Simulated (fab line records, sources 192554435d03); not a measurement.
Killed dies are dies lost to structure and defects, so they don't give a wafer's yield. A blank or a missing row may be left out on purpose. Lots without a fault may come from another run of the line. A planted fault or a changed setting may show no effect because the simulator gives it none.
Chamber matching | flow n5_finfet | N5_BEOL_M9_CMP_52 on cmp-04: 4 sister chambers
The step polishes, stops on SiCOH lowk, t overpolish 7 s, target thk 140 nm. 4 wafers are shown with their chamber, then 7 later ones without.

WAFERS WITH THEIR CHAMBER
wafer  | chamber | motor_current_A (A)
L079.4 | 0       | 7.4
L088.4 | 3       | 6.6
L092.2 | 2       | 5.8
L092.3 | 1       | 6.1

WAFERS WITHOUT THEIR CHAMBER
wafer  | motor_current_A (A)
L092.6 | 6.0
L095.1 | 6.0
L095.4 | 7.2
L095.5 | 6.0
L096.1 | 7.4
L096.2 | 5.9
L096.5 | 7.4

WHICH CHAMBER EACH WENT THROUGH
wafer  | from the rows above     | in truth
L092.6 | can't be placed: 1 or 2 | 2
L095.1 | can't be placed: 1 or 2 | 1
L095.4 | 0                       | 0
L095.5 | can't be placed: 1 or 2 | 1
L096.1 | 0                       | 0
L096.2 | can't be placed: 2 or 1 | 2
L096.5 | 0                       | 0
Placed correctly: 3 of 7. Can't be placed from these rows: 4 (the true chamber is among the candidates in 4). Placed wrongly: 0.
How it was worked out, from the rows above alone: a wafer's distance from a chamber is the root of the sum, over the readings, of the square of ((its reading less the chamber's mean) divided by the reading's scatter). The wafer belongs to the nearest chamber; if the next one is less than 2 further off, it can't be placed. A chamber's mean is the mean of its shown wafers. The scatter: with one shown wafer a chamber, the root of the mean of the squares of how far each hidden wafer lies from its nearest shown one.
